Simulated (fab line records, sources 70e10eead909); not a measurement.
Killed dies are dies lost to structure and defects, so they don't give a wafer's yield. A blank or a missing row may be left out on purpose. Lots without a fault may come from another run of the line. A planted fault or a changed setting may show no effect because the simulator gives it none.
Which tool did it? | flow nand_harc | 12 lots, 36 wafers sampled, at 4 steps of a route of 1302

WHAT THE GAUGES READ, wafer by wafer
NHARC_A_CONTACT_CD_MEAS_08: target cd 200 nm.
lot  | measured     | on        | cd_nm (nm)
L076 | day 23 01:32 | cd_sem-03 | 199.5 200.3 200.5
L077 | day 23 06:55 | cd_sem-03 | 199.8 198.9 199.3
L079 | day 24 12:53 | cd_sem-01 | 201.0 199.9 199.0
L081 | day 25 08:14 | cd_sem-02 | 200.4 200.5 200.0
L083 | day 25 23:54 | cd_sem-03 | 200.1 200.1 200.6
L087 | day 27 09:26 | cd_sem-03 | 200.3 200.3 201.4
L086 | day 27 19:21 | cd_sem-02 | 200.3 200.1 198.9
L091 | day 28 18:24 | cd_sem-02 | 199.8 200.3 199.7
L088 | day 29 03:41 | cd_sem-02 | 200.5 198.4 199.4
L092 | day 29 18:29 | cd_sem-01 | 199.0 199.8 200.3
L094 | day 30 14:06 | cd_sem-01 | 200.1 200.8 201.0
L096 | day 31 02:10 | cd_sem-03 | 200.3 200.0 200.2

WHICH TOOL RAN EACH LOT (tool, then ch and the chambers of the sampled wafers, then the start)
lot  | NHARC_A_CONTACT_ETCH_77                       | NHARC_A_CONTACT_ETCH_106           | NHARC_A_CONTACT_DEP_85
L076 | rie_diel-04 ch 0,1,2, day 22 22:22 or earlier | rie_diel-08 ch 0,1,3, day 22 22:22 | pecvd-01 ch 0,1,2, day 23 00:52
L077 | rie_diel-08 ch 0,3, day 23 01:30 or earlier   | rie_diel-04 ch 2,3, day 23 01:30   | pecvd-02 ch 0,1, day 23 06:15
L079 | rie_diel-04 ch 0,1, day 24 06:23 or earlier   | rie_diel-10 ch 0,2,3, day 24 06:23 | pecvd-02 ch 1,2, day 24 12:10
L081 | rie_diel-04 ch 2,3, day 25 02:30 or earlier   | rie_diel-08 ch 0,2, day 25 02:30   | pecvd-02 ch 0,1,2, day 25 07:32
L083 | rie_diel-04 ch 1,2, day 25 20:18 or earlier   | rie_diel-04 ch 1,2, day 25 20:18   | pecvd-01 ch 0,1, day 25 23:10
L087 | rie_diel-10 ch 0,1,3, day 27 06:04 or earlier | rie_diel-04 ch 0,1,2, day 27 06:04 | pecvd-01 ch 0,1,2, day 27 08:43
L086 | rie_diel-08 ch 0,1,3, day 27 15:19 or earlier | rie_diel-10 ch 0,2,3, day 27 15:19 | pecvd-01 ch 0,1, day 27 18:45
L091 | rie_diel-04 ch 0,1,3, day 28 12:49 or earlier | rie_diel-04 ch 1,2,3, day 28 12:49 | pecvd-02 ch 0,1,2, day 28 17:50
L088 | rie_diel-08 ch 0,1,3, day 28 22:04 or earlier | rie_diel-04 ch 1,2,3, day 28 22:04 | pecvd-02 ch 0,1,2, day 29 03:00
L092 | rie_diel-08 ch 2,3, day 29 13:49 or earlier   | rie_diel-04 ch 2,3, day 29 13:49   | pecvd-01 ch 0,2, day 29 17:53
L094 | rie_diel-04 ch 0,2,3, day 30 08:31 or earlier | rie_diel-10 ch 0,1,3, day 30 08:31 | pecvd-02 ch 0,1,2, day 30 13:23
L096 | rie_diel-08 ch 0,1,2, day 30 23:04 or earlier | rie_diel-10 ch 0,2, day 30 23:04   | pecvd-03 ch 1,2, day 31 01:30
- NHARC_A_CONTACT_ETCH_77: etches the open film in CF4/CHF3, target depth 108.9 nm, time 54.5 s.
- NHARC_A_CONTACT_ETCH_106: etches the open film in CF4/O2, target depth 90 nm, overetch 9 nm, time 49.5 s.
- NHARC_A_CONTACT_DEP_85: deposits SiON, target thk 60 nm.

THE ANSWER, worked out from the rows above alone
Rule: what is usual is taken from the lots themselves. Put in order of their means at a reading, lots are off if they are a third of the lots or fewer, leave a main group of 4 or more, and stand apart from it by a gap of 3 or more times the standard deviation of the main group's means; of several such gaps the widest counts. A main group whose means are all the same, to the digits that the tables above print for the reading, isn't used. A lot without any number at a reading at which 4 lots or more have one is off too. The other lots that the step has rows for count as sound.
No lot is off at any reading shown: from this, nothing can be told.

WHAT THE SIMULATOR HAD PUT IN
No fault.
